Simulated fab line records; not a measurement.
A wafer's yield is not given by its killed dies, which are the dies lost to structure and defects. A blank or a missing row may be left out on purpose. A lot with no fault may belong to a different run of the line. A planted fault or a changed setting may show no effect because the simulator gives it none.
The tool behind it: which one? ; flow nand_harc ; 18 wafers from 6 lots sampled at 2 of the route's 1159 steps

WHAT EACH GAUGE READ, for each wafer
NHARC_P_M0_INSPECT_27.
lot;measured;on;raw_defect_count
L277;day 6 01:56;defect_inspect-01;331 307 314
L282;day 7 05:13;defect_inspect-01;208 238 123
L285;day 7 22:58;defect_inspect-01;248 211 256
L291;day 9 08:58;defect_inspect-01;514 329 283
L294;day 10 07:27;defect_inspect-02;496 655 682
L299;day 11 12:14;defect_inspect-02;606 683 254

EACH LOT AND THE TOOL THAT RAN IT (in order: tool; ch and the chambers of the sampled wafers; start)
lot;NHARC_P_M0_PRE_CLEAN_29
L277;pvd_sputter-01, day 6 01:56 or earlier
L282;pvd_sputter-01, day 7 05:13 or earlier
L285;pvd_sputter-03, day 7 22:58 or earlier
L291;pvd_sputter-01, day 9 08:58 or earlier
L294;pvd_sputter-01, day 10 07:27 or earlier
L299;pvd_sputter-01, day 11 12:14 or earlier
- NHARC_P_M0_PRE_CLEAN_29: time 30 s.

THE ANSWER, worked out from the rows above alone
Rule: the lots themselves supply what counts as usual. Put in order of their means at a reading, lots are off if they are a third of the lots or fewer, leave a main group of 4 or more, and stand apart from it by a gap of 3 or more times the standard deviation of the main group's means; of several such gaps the widest counts. Not used: any main group whose means are identical at the precision the tables above print for the reading. Also off: a lot with no number at a reading for which 4 or more lots have one. Where the step has rows for the other lots, those lots are counted as sound.
Nothing can be told from this: no lot is off at any reading shown.

WHAT HAD BEEN PUT IN BY THE SIMULATOR
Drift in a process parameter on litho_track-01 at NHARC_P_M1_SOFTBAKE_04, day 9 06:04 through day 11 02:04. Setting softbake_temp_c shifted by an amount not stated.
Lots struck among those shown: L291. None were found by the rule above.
